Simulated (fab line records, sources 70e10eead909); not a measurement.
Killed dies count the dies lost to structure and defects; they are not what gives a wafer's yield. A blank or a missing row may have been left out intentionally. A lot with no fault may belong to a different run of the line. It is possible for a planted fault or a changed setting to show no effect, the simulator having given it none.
fab line records	flow nandHarc
record lots=13	wafers=39	lastDay=33
route steps=1302 shown P_M0@283 P_M1@301 END@1302
lots that met no fault: from a run of the same line without faults
startH: the number of hours between the record's first day and the start of the first shown wafer of the lot	waitH: hours from the lot's prior step to this one	" unchanged from the row above	L1.1+2: a row that stands for several wafers	- either no value or no given start	* or withheld: withheld	< > ~ a bound
route shown NAME@n: names a module that has steps shown in the file, with the first one's number in the route	usual: the fault-free wafers' mean and standard deviation	same: alike in all rows	chamber/n: place in a boat	sites: the reading at each site	_std_site: how widely they spread, as a standard deviation	_edge_site: inner sites' mean taken away from outer sites' mean	radiusMm: for every site, how far away it sits from the centre of the wafer	mask NAME#n: copy n	behind: tool/chamber where the wafer was last shaped	hold: why the lot was held/for how many hours/how that ended	device: whichever transistor did not switch (one of n, p or np)	end of line: tests of these same wafers at the route's end	step lacking rows: just its recipe	killed: not the wafer's yield, but the dies lost to structure and defects at the first sort	map: a wafer's dies, x killed, . not, _ none there
set.NAME: the setting that was run; set.NAME@STEP: the one run at that earlier step	model.NAME: the simulator's own value behind a step, which no gauge read
one table for each step of the route and one row for each wafer, over a sample of lots
services: the hour from which a tool's chamber was out of use, counted from the record's first day as startH (under 0 if before that day), plus the number of hours and why
## steps
# step NHARC_P_M0_PRE_CLEAN_31
# recipe timeS=12	tempC=370	rfPowerW=300	gas=NH3
# usual heaterPowerW=599/68
lot.wafer	tool	chamber	startH	waitH	heaterPowerW
L692.2	pecvd-03	1	128.55	0.1	651
L692.6	"	1	"	"	655
L692.5	"	0	"	"	611
L694.1	pecvd-03	0	145.43	0.1	609
L694.2	"	2	"	"	548
L694.6	"	0	"	"	595
L695.1	pecvd-04	1	154.52	0.1	482
L695.2	"	0	"	"	691
L695.5	"	2	"	"	554
L696.3	pecvd-03	2	161.87	0.1	469
L696.2	"	0	"	"	585
L696.6	"	0	"	"	598
L697.3	pecvd-02	1	172.50	0.1	675
L697.4	"	1	"	"	682
L697.5	"	0	"	"	648
L693.3	pecvd-03	2	183.69	0.1	462
L693.2	"	0	"	"	609
L693.1	"	1	"	"	554
L698.1	pecvd-04	0	186.58	0.1	682
L698.3	"	0	"	"	675
L698.5	"	1	"	"	540
L702.1	pecvd-03	2	223.65	0.1	514
L702.2	"	0	"	"	611
L702.6	"	1	"	"	669
L703.1	pecvd-03	1	242.73	0.1	651
L703.3	"	0	"	"	601
L703.6	"	2	"	"	516
L711.3	pecvd-03	0	310.76	0.1	666
L711.6	"	1	"	"	605
L711.5	"	2	"	"	491
L713.1	pecvd-04	0	335.14	0.1	669
L713.5	"	0	"	"	683
L713.6	"	1	"	"	527
L714.3	pecvd-03	2	341.97	0.1	466
L714.1	"	0	"	"	642
L714.5	"	2	"	"	475
L715.1	pecvd-03	2	351.68	0.1	538
L715.3	"	0	"	"	603
L715.6	"	2	"	"	542
# step NHARC_P_M1_CD_MEAS_16
# usual cdNm=130.5/0.87
lot.wafer	tool	chamber	startH	waitH	cdNm
L692.2	cdSem-01	-	130.23	-	131.2
L692.5	"	-	"	"	129.6
L692.6	"	-	"	"	130.2
L694.1	cdSem-01	-	147.13	-	129.2
L694.2	"	-	"	"	130.8
L694.6	"	-	"	"	129.5
L695.1	cdSem-03	-	156.33	-	130.2
L695.2	"	-	"	"	130.1
L695.5	"	-	"	"	130.5
L696.2	cdSem-01	-	163.68	-	130.8
L696.3	"	-	"	"	132.1
L696.6	"	-	"	"	131.0
L697.3	cdSem-03	-	174.34	-	131.1
L697.4	"	-	"	"	130.3
L697.5	"	-	"	"	130.6
L693.1	cdSem-02	-	185.38	-	130.9
L693.2	"	-	"	"	130.2
L693.3	"	-	"	"	129.1
L698.1	cdSem-01	-	188.41	-	129.6
L698.3	"	-	"	"	130.9
L698.5	"	-	"	"	129.8
L702.1	cdSem-01	-	225.49	-	132.0
L702.2	"	-	"	"	131.9
L702.6	"	-	"	"	132.0
L703.1	cdSem-03	-	244.54	-	131.0
L703.3	"	-	"	"	130.1
L703.6	"	-	"	"	131.7
L711.3	cdSem-02	-	312.63	-	130.5
L711.5	"	-	"	"	130.3
L711.6	"	-	"	"	130.4
L713.1	cdSem-03	-	337.00	-	129.8
L713.5	"	-	"	"	128.7
L713.6	"	-	"	"	130.1
L714.1	cdSem-02	-	343.64	-	131.5
L714.3	"	-	"	"	131.5
L714.5	"	-	"	"	130.8
L715.1	cdSem-03	-	353.35	-	131.4
L715.3	"	-	"	"	129.3
L715.6	"	-	"	"	130.8
# step NHARC_P_M1_ETCH_28
# recipe targetDepthA=300	overEtchFrac=0.3	timeS=72.99	ionEnergyEv=150	cf4FlowSccm=50	n2FlowSccm=100	arFlowSccm=150	rfW=300	biasW=100	chemistry=CF4/N2
# usual drypumpMotorCurrentA=5.7/0.41	n2FlowSccm=100.02/0.27	oesProductAu=1.003/0.011	overEtchFrac=0.3/0	rfVppV=315.3/1.8	showerheadPlenumPTorr=2.70/0.088	throttleValvePct=19.794/0.0097
lot.wafer	tool	chamber	startH	waitH	drypumpMotorCurrentA	n2FlowSccm	oesProductAu	overEtchFrac	rfHoursCounterH	rfVppV	showerheadPlenumPTorr	throttleValvePct
L692.2	rieDiel-01	3	130.54	-	6.0	99.70	1.014	0.3	9	315.3	2.66	19.793
L692.6	"	3	"	"	6.0	99.68	1.003	0.3	-	314.3	2.66	19.778
L692.5	"	0	"	"	5.1	100.19	1.017	0.3	-	313.5	2.64	19.795
L694.2	rieDiel-05	0	147.45	-	5.2	100.29	1.010	0.3	6	314.1	2.66	19.794
L694.1	"	2	"	"	6.3	100.07	0.983	0.3	7	314.8	2.55	19.775
L694.6	"	0	"	"	5.2	100.51	1.007	0.3	-	313.2	2.66	19.792
L695.2	rieDiel-09	3	156.65	-	6.3	99.77	0.997	0.3	1	317.1	2.84	19.809
L695.1	"	0	"	"	5.8	99.84	1.004	0.3	1	317.9	2.84	19.784
L695.5	"	0	"	"	5.9	100.33	1.003	0.3	-	316.9	2.84	19.797
L696.3	rieDiel-01	0	164.04	-	5.1	100.54	1.009	0.3	11	314.1	2.63	19.788
L696.2	"	3	"	"	6.0	99.86	1.003	0.3	11	313.1	2.66	19.792
L696.6	"	1	"	"	5.3	99.86	1.003	0.3	-	317.7	2.82	19.809
L697.3	rieDiel-01	0	174.67	-	5.1	99.61	1.013	0.3	11	315.0	2.64	19.780
L697.4	"	1	"	"	5.3	100.07	1.010	0.3	10	316.6	2.82	19.782
L697.5	"	2	"	"	5.6	100.14	1.013	0.3	-	316.0	2.75	19.801
L693.3	rieDiel-01	1	185.70	-	5.3	100.31	1.029	0.3	10	318.0	2.82	19.812
L693.1	"	2	"	"	5.6	100.28	1.019	0.3	12	316.6	2.75	19.809
L693.2	"	0	"	"	5.2	99.96	1.023	0.3	12	313.4	2.63	19.782
L698.1	rieDiel-09	0	188.72	-	5.8	100.24	0.993	0.3	13	318.2	2.83	19.794
L698.3	"	3	"	"	6.2	100.39	0.981	0.3	12	318.3	2.83	19.795
L698.5	"	1	"	"	6.3	100.02	0.985	0.3	-	318.4	2.81	19.794
L702.1	rieDiel-05	3	225.80	-	6.0	99.41	1.013	0.27316	12	317.1	2.73	19.785
L702.2	"	0	"	"	5.2	100.23	1.001	0.3	12	314.0	2.66	19.796
L702.6	"	0	"	"	5.2	99.73	1.003	0.3	-	311.9	2.66	19.794
L703.1	rieDiel-05	3	244.90	-	6.0	100.22	0.999	0.27316	1	316.4	2.73	19.784
L703.3	"	0	"	"	5.2	99.93	1.011	0.3	1	316.4	2.66	19.795
L703.6	"	2	"	"	6.4	100.27	1.014	0.3	-	312.6	2.54	19.788
L711.3	rieDiel-05	3	312.96	-	6.0	99.88	1.001	0.3	7	316.2	2.73	19.792
L711.5	"	0	"	"	5.2	100.16	0.995	0.3	-	315.5	2.66	19.790
L711.6	"	1	"	"	5.7	99.93	0.985	0.3	-	315.2	2.76	19.810
L713.1	rieDiel-05	2	337.34	-	6.4	99.88	1.009	0.3	9	312.3	2.54	19.780
L713.5	"	0	"	"	5.2	100.65	0.984	0.3	-	316.1	2.66	19.792
L713.6	"	1	"	"	5.7	100.53	0.992	0.3	-	315.3	2.75	19.802
L714.1	rieDiel-05	3	343.97	-	6.0	99.97	0.997	0.3	10	313.7	2.72	19.803
L714.3	"	0	"	"	5.2	100.10	0.983	0.3	11	315.2	2.66	19.786
L714.5	"	1	"	"	5.7	99.88	0.982	0.3	-	315.9	2.75	19.794
L715.3	rieDiel-01	2	353.67	-	5.6	99.88	0.999	0.3	9	316.3	2.74	19.815
L715.1	"	3	"	"	6.0	100.15	0.992	0.3	7	315.9	2.66	19.809
L715.6	"	3	"	"	6.0	100.47	1.009	0.3	-	314.9	2.66	19.805
# step NHARC_P_M1_PVD_21
# recipe targetThkA=300	chamberPressurePa=5	powerW=5000	substrateTempC=30	timeS=20.49	material=Cu
# usual throttleValvePct=30.0/1.1
lot.wafer	tool	chamber	startH	waitH	throttleValvePct
L692.2	pvdSputter-03	-	-	-	29.7
L692.6	"	-	"	"	29.6
L692.5	"	-	"	"	29.5
L694.1	pvdSputter-02	-	-	-	28.7
L694.2	"	-	"	"	28.5
L694.6	"	-	"	"	29.6
L695.1	pvdSputter-02	-	-	-	28.8
L695.2	"	-	"	"	31.2
L695.5	"	-	"	"	28.5
L696.3	pvdSputter-01	-	-	-	30.5
L696.2	"	-	"	"	30.9
L696.6	"	-	"	"	30.8
L697.4	pvdSputter-02	-	-	-	28.6
L697.3	"	-	"	"	28.6
L697.5	"	-	"	"	28.4
L693.1	pvdSputter-03	-	-	-	29.6
L693.2	"	-	"	"	31.1
L693.3	"	-	"	"	29.9
L698.1	pvdSputter-02	-	-	-	28.6
L698.3	"	-	"	"	29.3
L698.5	"	-	"	"	28.5
L702.2	pvdSputter-03	-	-	-	29.1
L702.1	"	-	"	"	31.3
L702.6	"	-	"	"	29.1
L703.3	pvdSputter-03	-	-	-	29.2
L703.1	"	-	"	"	30.3
L703.6	"	-	"	"	32.1
L711.3	pvdSputter-01	-	-	-	30.7
L711.5	"	-	"	"	30.9
L711.6	"	-	"	"	29.6
L713.1	pvdSputter-02	-	-	-	28.3
L713.5	"	-	"	"	28.7
L713.6	"	-	"	"	28.4
L714.1	pvdSputter-02	-	-	-	28.6
L714.3	"	-	"	"	29.9
L714.5	"	-	"	"	28.6
L715.3	pvdSputter-03	-	-	-	29.2
L715.1	"	-	"	"	32.3
L715.6	"	-	"	"	29.4
# step NHARC_END_SORT_01
# recipe tempC=25
# usual defectLimitedYield=91/3.2	killedAtArray=55/22	killedAtOther=1.1/1.4	killedAtPeriphery=4/3.2	killedDies=59/22	killedOpen=3.3/1.8	killedShort=2.5/1.5
# same grossDies=677
lot.wafer	tool	chamber	startH	waitH	defectLimitedYield[%]	killedAtArray	killedAtOther	killedAtPeriphery	killedDies	killedOpen	killedShort
L692.2	prober-02	0	560.52	2.8	87	90	0	1	91	2	2
L692.5	prober-02	0	562.94	3.7	88	78	0	3	81	2	2
L692.6	prober-02	0	563.75	4.0	86	90	0	2	92	1	2
L697.3	prober-01	0	609.54	3.1	90	66	1	4	71	11	3
L697.4	prober-01	0	610.33	3.4	92	48	3	1	52	4	3
L697.5	prober-01	0	611.12	3.7	93	47	0	0	47	1	6
L693.1	prober-01	0	638.14	2.5	88	77	3	0	80	1	0
L693.2	prober-01	0	638.94	2.8	90	65	0	1	66	4	0
L693.3	prober-01	0	639.74	3.1	89	69	2	3	74	4	3
L698.1	prober-01	0	645.97	2.5	86	90	0	4	94	5	8
L698.3	prober-01	0	647.57	3.1	90	64	1	0	65	2	7
L698.5	prober-01	0	649.17	3.7	89	76	0	0	76	2	2
L702.1	prober-02	0	653.07	2.5	92	41	0	10	51	3	2
L702.2	prober-02	0	653.87	2.8	93	40	0	8	48	4	6
L702.6	prober-02	0	657.05	4.0	93	41	0	4	45	4	1
# killed by level:class
L692.2 A_CHANNEL_HOLE_D1:chamberFilmFlake=31 A_SLIT:chamberFilmFlake=24 A_CHANNEL_HOLE_D2:chamberFilmFlake=19 A_CONTACT:chamberFilmFlake=5 A_CHANNEL_FILL_D1:chamberFilmFlake=3 A_WL_FILL:chamberFilmFlake=2 A_CHANNEL_FILL_D1:geometricParticle:short=1 A_ONON_D2:geometricParticle:open=1
L692.5 A_CHANNEL_HOLE_D2:chamberFilmFlake=26 A_SLIT:chamberFilmFlake=22 A_CHANNEL_HOLE_D1:chamberFilmFlake=12 A_CONTACT:chamberFilmFlake=7 A_CHANNEL_FILL_D1:chamberFilmFlake=4 A_WL_FILL:chamberFilmFlake=4 P_ZERO_WELL:chamberFilmFlake=2 P_GATE:geometricParticle:open=1
L692.6 A_SLIT:chamberFilmFlake=30 A_CHANNEL_HOLE_D1:chamberFilmFlake=27 A_CHANNEL_HOLE_D2:chamberFilmFlake=16 A_CHANNEL_FILL_D1:chamberFilmFlake=5 A_CONTACT:chamberFilmFlake=4 A_WL_FILL:chamberFilmFlake=3 A_STAIRCASE:chamberFilmFlake=2 A_SOURCE_PLATE:geometricParticle:short=1
L697.3 A_SLIT:chamberFilmFlake=33 A_CHANNEL_HOLE_D2:chamberFilmFlake=13 A_STAIRCASE:chamberFilmFlake=3 P_M0:geometricParticle:open=2 A_ONON_D1:geometricParticle:open=2 A_M0:geometricParticle:open=2 A_DECK1_JOINT:chamberFilmFlake=2 A_CHANNEL_FILL_D2:chamberFilmFlake=2
L697.4 A_SLIT:chamberFilmFlake=24 A_CHANNEL_HOLE_D2:chamberFilmFlake=8 THIN_TSV:chamberFilmFlake=3 A_ZERO_WELL:chamberFilmFlake=2 A_CHANNEL_HOLE_D1:chamberFilmFlake=2 A_DECK1_JOINT:chamberFilmFlake=2 A_STAIRCASE:chamberFilmFlake=2 P_M0:geometricParticle:open=1
L697.5 A_SLIT:chamberFilmFlake=30 A_CHANNEL_HOLE_D2:chamberFilmFlake=4 A_STAIRCASE:chamberFilmFlake=3 A_ONON_D1:geometricParticle:short=2 A_CHANNEL_FILL_D1:geometricParticle:short=1 A_CHANNEL_FILL_D2:geometricParticle:short=1 A_WL_FILL:geometricParticle:short=1 A_M0:geometricParticle:open=1
L693.1 A_CHANNEL_HOLE_D2:chamberFilmFlake=33 A_SLIT:chamberFilmFlake=29 A_CHANNEL_HOLE_D1:chamberFilmFlake=7 THIN_TSV:chamberFilmFlake=3 A_CONTACT:chamberFilmFlake=2 A_BLC:chamberFilmFlake=2 A_DECK1_JOINT:geometricParticle:open=1 A_ZERO_WELL:chamberFilmFlake=1
L693.2 A_SLIT:chamberFilmFlake=25 A_CHANNEL_HOLE_D2:chamberFilmFlake=12 A_CHANNEL_HOLE_D1:chamberFilmFlake=12 A_BLC:chamberFilmFlake=5 A_CONTACT:chamberFilmFlake=4 A_CHANNEL_FILL_D2:geometricParticle:open=2 A_STAIRCASE:chamberFilmFlake=2 P_GATE:geometricParticle:open=1
L693.3 A_SLIT:chamberFilmFlake=35 A_CHANNEL_HOLE_D2:chamberFilmFlake=11 A_CHANNEL_HOLE_D1:chamberFilmFlake=7 A_STAIRCASE:chamberFilmFlake=4 A_BLC:chamberFilmFlake=4 THIN_TSV:chamberFilmFlake=2 P_M2:geometricParticle:open=1 A_ONON_D1:geometricParticle:short=1
L698.1 A_CHANNEL_HOLE_D2:chamberFilmFlake=41 A_SLIT:chamberFilmFlake=25 A_STAIRCASE:chamberFilmFlake=5 A_CHANNEL_HOLE_D1:chamberFilmFlake=4 A_ONON_D1:geometricParticle:short=3 A_WL_FILL:chamberFilmFlake=2 P_CONTACT:geometricParticle:short=1 P_M1:geometricParticle:short=1
L698.3 A_SLIT:chamberFilmFlake=27 A_CHANNEL_HOLE_D2:chamberFilmFlake=15 A_CHANNEL_HOLE_D1:chamberFilmFlake=6 A_CONTACT:chamberFilmFlake=4 A_STAIRCASE:chamberFilmFlake=2 A_SOURCE_PLATE:geometricParticle:short=1 A_CHANNEL_FILL_D1:geometricParticle:short=1 A_DECK1_JOINT:geometricParticle:short=1
L698.5 A_SLIT:chamberFilmFlake=27 A_CHANNEL_HOLE_D2:chamberFilmFlake=25 A_CHANNEL_HOLE_D1:chamberFilmFlake=6 A_WL_FILL:chamberFilmFlake=4 A_STAIRCASE:chamberFilmFlake=3 A_CHANNEL_FILL_D1:chamberFilmFlake=2 A_DECK1_JOINT:chamberFilmFlake=2 A_CHANNEL_FILL_D1:geometricParticle:short=1
L702.1 A_CHANNEL_HOLE_D2:chamberFilmFlake=17 A_CONTACT:chamberFilmFlake=10 A_CHANNEL_HOLE_D1:chamberFilmFlake=6 A_STAIRCASE:chamberFilmFlake=3 P_GATE:chamberFilmFlake=2 P_BONDPAD:chamberFilmFlake=2 A_SLIT:chamberFilmFlake=2 P_GATE:geometricParticle:open=1
L702.2 A_CHANNEL_HOLE_D2:chamberFilmFlake=19 A_CHANNEL_HOLE_D1:chamberFilmFlake=6 A_STAIRCASE:chamberFilmFlake=4 P_CONTACT:geometricParticle:short=2 A_CHANNEL_FILL_D2:geometricParticle:short=2 P_STI:chamberFilmFlake=2 P_GATE:chamberFilmFlake=2 P_M0:geometricParticle:open=1
L702.6 A_CHANNEL_HOLE_D2:chamberFilmFlake=17 A_CHANNEL_HOLE_D1:chamberFilmFlake=7 A_CONTACT:chamberFilmFlake=6 A_CHANNEL_FILL_D2:chamberFilmFlake=3 P_BONDPAD:chamberFilmFlake=2 A_SLIT:chamberFilmFlake=2 P_CONTACT:geometricParticle:open=1 A_SOURCE_PLATE:geometricParticle:open=1
## services
tool	chamber	startH	hours	kind
rieDiel-01	1	122.61	4.4	repair
rieDiel-09	3	129.91	4.4	repair
pvdSputter-02	-	133.86	2.8	repair
rieDiel-01	2	160.62	5.5	repair
pecvd-03	-	165.31	0.4	repair
pvdSputter-02	-	171.88	1.2	repair
pecvd-04	2	184.74	8.2	repair
pecvd-03	-	185.20	13.0	pm
rieDiel-01	-	203.80	9.0	pm
pvdSputter-03	-	227.63	10.0	pm
rieDiel-05	-	229.79	9.0	pm
pecvd-03	2	233.96	4.2	repair
pecvd-04	-	269.17	13.0	pm
pvdSputter-02	-	282.00	10.0	pm
rieDiel-01	1	284.49	6.3	repair
rieDiel-01	3	292.09	7.2	repair
pecvd-04	-	304.43	0.4	repair
pvdSputter-03	-	306.90	2.4	repair
pecvd-03	1	317.16	3.3	repair
pecvd-04	0	320.40	6.1	repair
rieDiel-01	3	323.65	14.4	repair
pvdSputter-02	-	345.38	9.2	repair
pecvd-04	-	350.30	1.5	repair
rieDiel-05	1	352.12	3.1	repair
## key
firstSign step=NHARC_P_M1_ETCH_28	reading=overEtchFrac	direction=down	sigmas=99+	usual=0.3	struck=0.27316
effect none on later readings
metAt NHARC_P_M1_ETCH_28
struckLots L702,L703
struckWafers L702.1,L703.1
notActingAt NHARC_P_M0_PRE_CLEAN_31,NHARC_P_M1_CD_MEAS_16,NHARC_P_M1_PVD_21
fault kind=processParameterDrift	tool=rieDiel-05	chamber=3	onsetH=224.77	steps=NHARC_P_M1_ETCH_28	channel=overEtchFrac	offset=-0.026843	shape=step	endH=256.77	actsIn=theseRecipesOnly	stated=0.3
